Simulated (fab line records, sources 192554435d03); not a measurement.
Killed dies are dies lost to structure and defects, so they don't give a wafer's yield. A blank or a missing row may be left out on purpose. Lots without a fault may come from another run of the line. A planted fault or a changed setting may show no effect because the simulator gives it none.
fab line records | flow n5_finfet
record lots=5 wafers=15 last_day=19
route steps=1938 shown BEOL_M3@1006 BEOL_M4@1111 PASSIVATION@1936
lots that met no fault: from a run of the same line without faults
start_h: hours from the record's first day to the start of the lot's first wafer shown | wait_h: hours since the lot's step before | " the same as in the row above | L1.1+2: a row that stands for several wafers | - no value, or no start given | * or withheld: withheld | < > ~ a bound
route shown NAME@n: a module of which the file shows steps, and the number in the route of the first | usual: mean/standard deviation of fault-free wafers | same: alike in all rows | chamber/n: place in a boat | sites: the reading at each site | _std_site: their standard deviation | _edge_site: outer sites' mean less inner sites' | radius_mm: how far each site lies from the wafer's centre | mask NAME#n: copy n | behind: the tool/chamber that last shaped the wafer | hold: why the lot was held/for how many hours/how that ended | device: the transistor (n, p or np) that didn't switch | end of line: the same wafers' tests at the end of the route | a step without rows: its recipe alone | killed: dies lost to structure and defects at the first sort, not the wafer's yield | map: a wafer's dies, x killed, . not, _ none there
set.NAME: the setting as run; set.NAME@STEP: as run at that earlier step | model.NAME: the simulator's own value behind a step, which no gauge read
lots at some steps of the route; a table a step, a row a wafer
services: from which hour (start_h, from the record's first day; less than 0 if before it) a tool's chamber was out of use, for how many hours, and why
## steps
# step N5_BEOL_M3_SPUTTER_92
# recipe material=Cu target_thk_a=45 temp_c=-20 chamber_pressure_pa=0.07 power_w=withheld time_s=8.29
# usual chuck_gas_flow_sccm=1.27/0.054 throttle_valve_pct=30.3/1.3
# columns lot.wafer tool chamber start_h wait_h chuck_gas_flow_sccm throttle_valve_pct
L552.1 pvd_sputter-01 - 178.83 0.1 1.31 31.3
L552.4 " - " " 1.19 31.2
L552.5 " - " " 1.34 32.4
L555.3 pvd_sputter-03 - 199.77 0.1 1.20 28.8
L555.4 " - " " 1.36 30.5
L555.6 " - " " 1.21 30.2
L567.2 pvd_sputter-01 - 293.20 0.1 1.17 31.1
L567.3 " - " " 1.29 32.5
L567.6 " - " " 1.25 31.1
L569.1 pvd_sputter-03 - 301.38 0.1 1.21 29.5
L569.3 " - " " 1.20 30.2
L569.4 " - " " 1.25 28.9
L568.1 pvd_sputter-03 - 323.10 0.1 1.22 29.3
L568.4 " - " " 1.20 28.8
L568.5 " - " " 1.31 30.5
# step N5_BEOL_M3_ANNEAL_93
# recipe temp_c=400 time_s=240 ambient=vacuum
# step N5_BEOL_M3_SPUTTER_94
# recipe material=Cu target_thk_a=45 temp_c=-20 chamber_pressure_pa=0.07 power_w=withheld time_s=8.29
# step N5_BEOL_M3_ANNEAL_95
# recipe temp_c=400 time_s=240 ambient=vacuum
# usual heater_power_w=840/73
# columns lot.wafer tool chamber start_h wait_h heater_power_w
L552.1 pvd_sputter-01 - 179.13 0.0 825
L552.4 " - " " 782
L552.5 " - " " 808
L555.3 pvd_sputter-03 - 200.07 0.0 771
L555.4 " - " " 861
L555.6 " - " " 847
L567.2 pvd_sputter-01 - 293.50 0.0 796
L567.3 " - " " 789
L567.6 " - " " 813
L569.1 pvd_sputter-03 - 301.68 0.0 946
L569.3 " - " " 870
L569.4 " - " " 774
L568.1 pvd_sputter-03 - 323.40 0.0 960
L568.4 " - " " 782
L568.5 " - " " 892
# step N5_BEOL_M3_SPUTTER_96
# recipe material=Cu target_thk_a=45 temp_c=-20 chamber_pressure_pa=0.07 power_w=withheld time_s=8.29
# usual chuck_gas_flow_sccm=1.26/0.056 throttle_valve_pct=30.3/1.4
# columns lot.wafer tool chamber start_h wait_h chuck_gas_flow_sccm throttle_valve_pct
L552.1 pvd_sputter-01 - 179.27 0.1 1.21 31.4
L552.4 " - " " 1.33 31.1
L552.5 " - " " 1.37 32.7
L555.3 pvd_sputter-03 - 200.21 0.1 1.23 29.0
L555.4 " - " " 1.19 30.2
L555.6 " - " " 1.22 30.1
L567.2 pvd_sputter-01 - 293.64 0.1 1.22 31.1
L567.3 " - " " 1.35 32.4
L567.6 " - " " 1.23 31.3
L569.1 pvd_sputter-03 - 301.82 0.1 1.23 29.3
L569.3 " - " " 1.24 30.1
L569.4 " - " " 1.30 28.7
L568.1 pvd_sputter-03 - 323.54 0.1 1.31 29.5
L568.4 " - " " 1.31 28.9
L568.5 " - " " 1.22 30.3
# step N5_BEOL_M3_ECD_50
# recipe material=Cu target_thk_a=3000
# step N5_BEOL_M3_ANNEAL_51
# recipe temp_c=225 time_s=90 ambient=N2
# step N5_BEOL_M3_CMP_52
# recipe stop_on=SiOC t_overpolish_s=6.8 down_force_psi=1 platen_rpm=50 clearing_platen_down_force_psi=1.5 clearing_platen_rpm=50 post_cmp_clean=cu_alkaline target_thk_nm=40 clearing_platen_pad_velocity_m_s=0.99484 pad_velocity_m_s=0.99484
# step N5_BEOL_M3_THK_MEAS_53
# recipe thk_meas_gauge=xrf reads=Cu_of_BEOL_M3_ECD_50
# usual M3_THK=39.8/1.5
# columns lot.wafer tool chamber start_h wait_h M3_THK[nm]
L552.1 film_metro-02 - 182.74 - 40.4
L552.4 " - " " 39.2
L552.5 " - " " 41.6
L555.3 film_metro-02 - 201.01 - 38.3
L555.4 " - " " 41.3
L555.6 " - " " 41.5
L567.2 film_metro-02 - 294.43 - 39.5
L567.3 " - " " 39.2
L567.6 " - " " 40.0
L569.1 film_metro-02 - 302.74 - 38.3
L569.3 " - " " 39.3
L569.4 " - " " 41.3
L568.1 film_metro-02 - 324.33 - 40.3
L568.4 " - " " 41.6
L568.5 " - " " 40.5
# step N5_BEOL_M3_PRE_CLEAN_60
# recipe gas=NH3/H2 time_s=15 temp_c=* rf_power_w=300
# usual heater_power_w=81/4.1 rf_fwd_power_W=295.7/1.8
# columns lot.wafer tool chamber start_h wait_h heater_power_w rf_fwd_power_W since_wet_clean_h
L552.1 cvd_co-01 2 182.78 0.0 77 296.7 483
L552.4 " 0 " " 90 295.9 -
L552.5 " 1 " " 79 297.9 -
L555.3 cvd_co-02 1 201.05 0.0 81 297.9 1180
L555.4 " 0 " " 84 293.1 -
L555.6 " 2 " " 78 295.0 -
L567.2 cvd_co-02 2 294.47 0.0 76 293.5 376
L567.3 " 0 " " 84 295.6 836
L567.6 " 0 " " 85 294.2 -
L569.1 cvd_co-02 1 302.82 0.1 79 297.9 1281
L569.3 " 2 " " 78 292.6 385
L569.4 " 0 " " 85 293.0 -
L568.1 cvd_co-02 1 324.36 0.0 80 298.3 1303
L568.4 " 1 " " 78 297.7 -
L568.5 " 2 " " 79 293.4 -
# step N5_BEOL_M3_CO_CAP_55
# recipe material=Co target_thk_a=20 temp_c=200 precursor=CCTBA/H2 pressure_torr=30 time_s=102.1
# usual heater_power_w=231/5.3
# columns lot.wafer tool chamber start_h wait_h heater_power_w since_wet_clean_h
L552.1 cvd_co-01 2 182.82 0.0 226 483
L552.4 " 0 " " 237 -
L552.5 " 1 " " 231 -
L555.3 cvd_co-02 1 201.09 0.0 227 1180
L555.4 " 0 " " 233 -
L555.6 " 2 " " 230 -
L567.2 cvd_co-02 2 294.51 0.0 225 377
L567.3 " 0 " " 234 836
L567.6 " 0 " " 236 -
L569.1 cvd_co-02 1 302.86 0.0 231 1282
L569.3 " 2 " " 228 385
L569.4 " 0 " " 234 -
L568.1 cvd_co-02 1 324.40 0.0 234 1303
L568.4 " 1 " " 230 -
L568.5 " 2 " " 221 -
# step N5_BEOL_M3_PRE_CLEAN_56
# recipe gas=NH3 time_s=15 temp_c=withheld rf_power_w=300
# step N5_BEOL_M3_DEP_57
# recipe material=SiCN target_thk_a=80 temp_c=withheld precursor=3MS/NH3 pressure_torr=3 rf_w=202 time_s=14
# usual rf_fwd_power_W=199.6/0.71 showerhead_plenum_p_Torr=3.665/0.015 throttle_valve_pct=9.2/0.67
# columns lot.wafer tool chamber start_h wait_h rf_fwd_power_W showerhead_plenum_p_Torr since_wet_clean_h throttle_valve_pct model.SiCN_of_BEOL_M3_DEP_57.thk_nm
L552.1 pecvd-02 0 182.93 0.0 198.7 3.652 706 8.9 8
L552.4 " 1 " " 199.0 3.664 - 9.6 8
L552.5 " 2 " " 199.7 3.672 - 8.7 8
L555.3 pecvd-04 1 201.20 0.0 200.6 3.654 1993 9.4 8.2
L555.4 " 2 " " 200.2 3.670 - 8.9 8.2
L555.6 " 0 " " 198.9 3.652 - 10.5 8.2
L567.2 pecvd-02 1 294.63 0.0 199.4 3.667 1542 9.2 8
L567.3 " 0 " " - 3.645 817 8.9 6.2
L567.6 " 0 " " - 3.638 - 8.8 6.2
L569.1 pecvd-03 2 302.98 0.0 199.6 3.654 425 7.9 7.8
L569.3 " 1 " " 199.7 3.684 1913 9.6 7.8
L569.4 " 1 " " 199.4 3.687 - 9.5 7.8
L568.1 pecvd-04 0 324.52 0.0 199.9 3.649 1391 10.0 7.8
L568.4 " 2 " " 200.2 3.674 - 9.1 8
L568.5 " 0 " " 200.0 3.653 - 10.1 8
# step N5_BEOL_M3_RS_MEAS_58
# recipe thk_meas_gauge=four-point-probe reads=Co_of_BEOL_M3_CO_CAP_55+Cu_of_BEOL_M3_ECD_50+Co_of_BEOL_M3_CVD_47+TaN_of_BEOL_M3_ALD_84
# usual M3_RS=0.67/0.031
# columns lot.wafer tool chamber start_h wait_h M3_RS[ohm/sq]
L552.1 film_metro-02 - 183.00 0.0 0.67
L552.4 " - " " 0.69
L552.5 " - " " 0.64
L555.3 film_metro-01 - 201.27 0.1 0.70
L555.4 " - " " 0.65
L555.6 " - " " 0.64
L567.2 film_metro-01 - 294.69 0.1 0.67
L567.3 " - " " 0.68
L567.6 " - " " 0.66
L569.1 film_metro-02 - 303.05 0.0 0.71
L569.3 " - " " 0.68
L569.4 " - " " 0.64
L568.1 film_metro-02 - 324.59 0.0 0.67
L568.4 " - " " 0.64
L568.5 " - " " 0.66
# step N5_BEOL_M4_RC_MEAS_101
# usual DIBL_N=36.3/2.2 DIBL_P=36.0/2.4 IOFF_N=0.16/0.042 IOFF_P=0.22/0.041 ION_N=672/14 ION_P=462/7.9 SS_N=71.7/0.76 SS_P=73.3/0.72 VT_N=250/3.6 VT_P=-249/3
# columns lot.wafer tool chamber start_h wait_h DIBL_N[mV/V] DIBL_P[mV/V] IOFF_N[nA/um] IOFF_P[nA/um] ION_N[uA/um] ION_P[uA/um] SS_N[mV/dec] SS_P[mV/dec] VT_N[mV] VT_P[mV]
L552.1 prober-02 0 194.70 0.0 38.5 37.0 0.20 0.26 686 468 71.7 73.8 243 -248
L552.4 " 0 " " 33.8 30.4 0.11 0.15 649 450 70.4 72.4 253 -252
L552.5 " 0 " " 35.6 34.4 0.14 0.20 681 464 70.5 72.6 249 -248
L555.3 prober-01 0 210.61 0.3 41.9 41.4 0.27 0.32 698 471 72.4 74.5 241 -243
L555.4 " 0 " " 38.6 38.1 0.18 0.25 684 467 71.8 73.5 248 -248
L555.6 " 0 " " 36.6 34.8 0.14 0.20 660 452 71.2 72.7 251 -250
L569.1 prober-01 0 316.51 0.0 35.7 34.4 0.14 0.16 673 451 70.6 72.0 249 -257
L569.3 " 0 " " 39.9 40.0 0.23 0.26 690 457 72.3 73.8 244 -248
L569.4 " 0 " " 38.0 37.6 0.17 0.20 668 452 72.6 73.6 250 -256
L567.2 prober-02 0 316.54 0.2 36.7 37.8 0.17 0.23 678 468 72.5 73.7 248 -248
L567.3 " 0 " " 37.4 37.8 0.20 0.25 692 467 71.5 73.8 246 -248
L567.6 " 0 " " 35.4 35.1 0.16 0.21 673 461 71.7 72.4 248 -250
L568.1 prober-01 0 342.31 0.4 36.2 37.5 0.17 0.22 681 462 71.8 72.8 251 -248
L568.4 " 0 " " 35.7 36.7 0.17 0.21 677 462 71.1 73.6 250 -250
L568.5 " 0 " " 36.9 38.0 0.19 0.23 686 466 72.3 73.8 249 -248
# step N5_PASSIVATION_PROBE_49
# usual defect_limited_yield=91.3/1.7 killed_at_M0_to_M3=33/9.9 killed_at_M4_up=14/6.4 killed_at_contacts=12/7 killed_at_front_end=41/13 killed_at_other=3.1/2.9 killed_dies=103/20 killed_open=67/14 killed_short=34/9.4 sort_bin_4_leakage=0.03/0.24 sort_bin_5_function=5.1/1.1 sort_bin_6_memory=3.2/0.79 sort_n_pass=1077/21 sort_yield_pct=91.2/1.7
# same gross_dies=1180 killed_at_back_side=0 sort_bin_8_speed[%]=0
# columns lot.wafer tool chamber start_h wait_h defect_limited_yield[%] killed_at_M0_to_M3 killed_at_M4_up killed_at_contacts killed_at_front_end killed_at_other killed_dies killed_open killed_short sort_bin_4_leakage[%] sort_bin_5_function[%] sort_bin_6_memory[%] sort_n_pass sort_yield_pct[%]
L552.1 prober-02 - 290.51 0.5 91.8 33 13 22 28 1 97 73 24 0 5.6 2.5 1083 91.8
L552.4 prober-02 - 290.66 0.7 90.8 33 14 12 42 7 108 73 35 0 5.5 3.6 1072 90.8
L552.5 prober-02 - 290.71 0.7 93.3 22 11 11 22 13 79 56 23 0 4.0 2.4 1101 93.3
L555.3 prober-01 - 305.09 0.1 88.6 57 2 8 65 3 135 81 50 0.08 7.2 4.1 1044 88.5
L555.4 prober-01 - 305.14 0.2 90.8 37 11 8 50 3 109 71 38 0 5.7 3.1 1071 90.8
L555.6 prober-01 - 305.24 0.3 91.8 37 8 8 38 6 97 63 32 0 4.8 3.2 1083 91.8
L567.2 prober-01 - 431.64 0.1 93.6 20 5 9 33 8 75 46 29 0 3.8 2.3 1105 93.6
L567.3 prober-01 - 431.69 0.1 93.0 24 11 17 29 2 83 57 26 0 3.7 3.0 1097 93.0
L567.6 prober-01 - 431.84 0.3 92.4 19 12 27 26 6 90 57 33 0 4.5 2.7 1090 92.4
L569.1 prober-01 - 437.68 0.0 92.0 25 16 10 42 1 94 68 24 0 5.6 2.3 1086 92.0
L569.3 prober-01 - 437.78 0.1 91.4 26 6 17 49 3 101 60 40 0 5.3 2.7 1079 91.4
L569.4 prober-01 - 437.83 0.2 92.0 23 17 8 43 3 94 68 26 0 4.7 3.0 1086 92.0
L568.1 prober-01 - 467.40 0.0 91.4 26 22 3 50 0 101 69 32 0 4.7 3.5 1079 91.4
L568.4 prober-01 - 467.55 0.2 89.2 44 17 14 50 2 127 84 43 0 6.8 3.6 1053 89.2
L568.5 prober-01 - 467.60 0.2 91.2 23 19 7 54 1 104 75 28 0 5.8 2.8 1076 91.2
# killed by level:class
L552.1 MOL_CONTACT_COAG:geometric_particle:open=18 STI_FIN_REVEAL:geometric_particle:open=11 BEOL_M4:geometric_particle:open=9 BEOL_M3:geometric_particle:open=7 BEOL_M1:geometric_particle:open=7 BEOL_M0_SAQP:geometric_particle:open=6 BEOL_M0_SAQP:geometric_particle:short=4 MOL_CONTACT_COAG:geometric_particle:short=4
L552.4 FIN_SAQP:geometric_particle:short=14 STI_FIN_REVEAL:geometric_particle:open=10 MOL_CONTACT_COAG:geometric_particle:open=9 BEOL_M1:geometric_particle:open=8 BEOL_M2:geometric_particle:open=8 FIN_SAQP:geometric_particle:open=7 BEOL_M0_SAQP:geometric_particle:open=5 BEOL_M4:geometric_particle:open=5
L552.5 MOL_CONTACT_COAG:geometric_particle:open=11 BEOL_M4:geometric_particle:open=8 BEOL_M3:geometric_particle:open=7 BEOL_M1:geometric_particle:open=5 STI_FIN_REVEAL:geometric_particle:open=4 BEOL_M0_SAQP:geometric_particle:open=4 PASS1_CAP:geometric_particle:short=4 STARTING-WAFER:geometric_particle:open=4
L555.3 FIN_SAQP:geometric_particle:short=14 BEOL_M3:geometric_particle:open=14 STI_FIN_REVEAL:geometric_particle:open=13 BEOL_M0_SAQP:geometric_particle:short=12 DUMMY_GATE:geometric_particle:open=9 BEOL_M0_SAQP:geometric_particle:open=9 FIN_SAQP:geometric_particle:open=7 MOL_CONTACT_COAG:geometric_particle:open=7
L555.4 STI_FIN_REVEAL:geometric_particle:open=30 BEOL_M3:geometric_particle:open=7 MOL_CONTACT_COAG:geometric_particle:open=7 BEOL_M0_SAQP:geometric_particle:short=7 FIN_SAQP:geometric_particle:short=6 BEOL_M0_SAQP:geometric_particle:open=6 BEOL_M4:geometric_particle:short=6 BEOL_M2:geometric_particle:open=5
L555.6 FIN_SAQP:geometric_particle:short=11 BEOL_M0_SAQP:geometric_particle:open=10 BEOL_M2:geometric_particle:open=10 STI_FIN_REVEAL:geometric_particle:open=8 MOL_CONTACT_COAG:geometric_particle:open=8 FIN_SAQP:geometric_particle:open=7 BEOL_M0_SAQP:geometric_particle:short=7 BEOL_M1:geometric_particle:open=5
L567.2 STI_FIN_REVEAL:geometric_particle:open=9 MOL_CONTACT_COAG:geometric_particle:open=9 FIN_SAQP:geometric_particle:short=6 BEOL_M0_SAQP:geometric_particle:short=5 BEOL_M0_SAQP:geometric_particle:open=5 BEOL_M2:geometric_particle:open=5 PAD_METAL:geometric_particle:short=5 FIN_SAQP:geometric_particle:open=3
L567.3 MOL_CONTACT_COAG:geometric_particle:open=17 STI_FIN_REVEAL:geometric_particle:open=8 STI_FIN_REVEAL:geometric_particle:short=5 BEOL_M3:geometric_particle:open=5 BEOL_M0_SAQP:geometric_particle:open=4 BEOL_M4:geometric_particle:open=4 DUMMY_GATE:geometric_particle:open=3 BEOL_M0_SAQP:geometric_particle:short=3
L567.6 MOL_CONTACT_COAG:geometric_particle:open=20 STI_FIN_REVEAL:geometric_particle:open=12 MOL_CONTACT_COAG:geometric_particle:short=7 BEOL_M3:geometric_particle:open=5 BEOL_M4:geometric_particle:open=5 BEOL_M1:geometric_particle:short=4 STI_FIN_REVEAL:geometric_particle:short=3 BEOL_M0_SAQP:geometric_particle:short=3
L569.1 FIN_SAQP:geometric_particle:open=16 FIN_SAQP:geometric_particle:short=9 STI_FIN_REVEAL:geometric_particle:open=9 MOL_CONTACT_COAG:geometric_particle:open=8 BEOL_M0_SAQP:geometric_particle:open=8 BEOL_M0_SAQP:geometric_particle:short=7 BEOL_M4:geometric_particle:open=6 BEOL_M2:geometric_particle:open=4
L569.3 MOL_CONTACT_COAG:geometric_particle:open=14 STI_FIN_REVEAL:geometric_particle:open=13 BEOL_M0_SAQP:geometric_particle:short=11 FIN_SAQP:geometric_particle:open=9 FIN_SAQP:geometric_particle:short=8 STARTING-WAFER:geometric_particle:short=5 DUMMY_GATE:geometric_particle:open=3 MOL_CONTACT_COAG:geometric_particle:short=3
L569.4 FIN_SAQP:geometric_particle:open=14 STI_FIN_REVEAL:geometric_particle:open=9 BEOL_M0:geometric_particle:open=6 MOL_CONTACT_COAG:geometric_particle:open=5 BEOL_M0_SAQP:geometric_particle:short=5 GATE_CUT:geometric_particle:short=4 BEOL_M0_SAQP:geometric_particle:open=4 BEOL_M1:geometric_particle:open=4
L568.1 BEOL_M4:geometric_particle:open=16 STI_FIN_REVEAL:geometric_particle:open=15 BEOL_M3:geometric_particle:open=10 FIN_SAQP:geometric_particle:short=6 BEOL_M1:geometric_particle:open=6 DUMMY_GATE:geometric_particle:open=5 BEOL_M0_SAQP:geometric_particle:short=5 STI_FIN_REVEAL:geometric_particle:short=4
L568.4 STI_FIN_REVEAL:geometric_particle:open=18 MOL_CONTACT_COAG:geometric_particle:open=10 BEOL_M1:geometric_particle:open=10 BEOL_M3:geometric_particle:open=10 FIN_SAQP:geometric_particle:open=8 BEOL_M1:geometric_particle:short=8 BEOL_M4:geometric_particle:open=8 BEOL_M0_SAQP:geometric_particle:short=6
L568.5 STI_FIN_REVEAL:geometric_particle:open=12 FIN_SAQP:geometric_particle:open=10 BEOL_M3:geometric_particle:open=10 FIN_SAQP:geometric_particle:short=9 BEOL_M4:geometric_particle:open=9 DUMMY_GATE:geometric_particle:open=6 MOL_CONTACT_COAG:geometric_particle:open=6 BEOL_M1:geometric_particle:open=4
## services
# columns tool chamber start_h hours kind
cvd_co-02 2 157.27 6.8 repair
cvd_co-01 - 165.04 0.5 repair
pecvd-04 0 165.96 12.2 repair
pecvd-03 - 189.70 2.8 pm
pecvd-02 2 202.38 - clean
pecvd-02 2 202.38 - consumable_replace:showerhead
pecvd-02 2 202.38 29.0 scheduled_down
pecvd-02 2 202.38 29.0 vent_cycle
pecvd-02 - 231.82 5.6 repair
pecvd-04 0 231.97 6.2 repair
pecvd-02 2 271.23 2.1 scheduled_down
pecvd-04 1 281.92 2.1 scheduled_down
cvd_co-01 - 290.66 4.3 pm
cvd_co-02 - 294.99 6.9 pm
cvd_co-02 - 306.01 1.3 repair
pecvd-04 2 311.99 5.5 scheduled_down
## key
first_sign none at tools or gauges
model_effect step=N5_BEOL_M3_DEP_57 value=SiCN_of_BEOL_M3_DEP_57.thk_nm without=8.1 struck=6.2
met_at N5_BEOL_M3_DEP_57
struck_wafers L567.3,L567.6
onset_between 182.93 294.63
fault kind=process_parameter_drift tool=pecvd-02 chamber=- onset_h=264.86 steps=N5_BEOL_M3_DEP_57 channel=time_s offset=* shape=step end_h=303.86 scope=struck_wafers_only acts_in=* stated=*
